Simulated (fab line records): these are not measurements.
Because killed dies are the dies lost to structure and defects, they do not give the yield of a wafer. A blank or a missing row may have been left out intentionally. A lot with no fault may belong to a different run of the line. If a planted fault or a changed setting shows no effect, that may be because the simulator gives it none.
Which tool did it? -- flow n5_finfet -- 21 lots, 63 wafers sampled, at 1 step of a route of 1938

WHAT THE GAUGES SHOWED, per wafer
N5_BEOL_M14_CD_MEAS_10 targets a cd of 250 nm.
lot,measured,on,cd_nm (nm)
L074,day 10 23:59,cd_sem-03,251.1 248.8 251.1
L075,day 11 07:35,cd_sem-03,249.9 251.0 251.2
L076,day 11 08:09,cd_sem-01,251.9 250.3 251.0
L077,day 11 16:31,cd_sem-02,248.0 248.7 249.0
L078,day 12 08:16,cd_sem-03,251.8 252.7 252.7
L080,day 12 20:29,cd_sem-03,247.4 250.0 249.0
L082,day 12 22:22,cd_sem-01,249.5 249.9 249.1
L081,day 13 03:02,cd_sem-01,252.1 252.5 253.3
L084,day 13 05:26,cd_sem-01,252.1 251.0 251.3
L083,day 13 13:46,cd_sem-03,252.0 251.8 251.4
L086,day 14 12:46,cd_sem-03,254.1 250.7 254.3
L088,day 15 04:24,cd_sem-01,250.1 252.2 250.9
L090,day 15 04:34,cd_sem-02,251.2 251.1 251.4
L087,day 15 04:44,cd_sem-02,250.8 250.2 250.3
L091,day 15 08:11,cd_sem-01,250.6 248.4 251.3
L089,day 15 16:07,cd_sem-02,250.0 251.1 251.3
L092,day 15 16:35,cd_sem-02,250.0 250.5 248.7
L094,day 16 09:50,cd_sem-03,249.9 250.3 249.9
L093,day 16 10:32,cd_sem-01,254.0 256.5 252.7
L096,day 17 06:27,cd_sem-02,248.7 248.9 249.4
L097,day 17 20:28,cd_sem-03,249.7 251.2 251.1

EACH LOT AND THE TOOL THAT RAN IT (in order: tool; ch and the chambers of the sampled wafers; start)
Before these readings, the record contains no process step.

AS READ BY THE TOOLS THEMSELVES (means over the sampled wafers that have a number; for cases with no such wafer, the mark the record gives instead)
The record holds no such reading with a usual standard deviation.

THE ANSWER, worked out from the rows above alone
Rule: the usual values come from the lots themselves. Put in order of their means at a reading, lots are off if they are a third of the lots or fewer, leave a main group of 4 or more, and stand apart from it by a gap of 3 or more times the standard deviation of the main group's means; of several such gaps the widest counts. A main group whose means are all the same, to the digits that the tables above print for the reading, isn't used. A lot without any number at a reading at which 4 lots or more have one is off too. All remaining lots with rows at the step are treated as sound. Order of review: gauges by route order, followed by the tools' own readings, for which a lot's mean as printed above is used. The first step at which some lot is off is used, and at that step the reading that is off furthest; a lot without a number counts as furthest.
None of the lots is off at any reading shown; this tells nothing.

WHAT THE SIMULATOR HAD PUT IN
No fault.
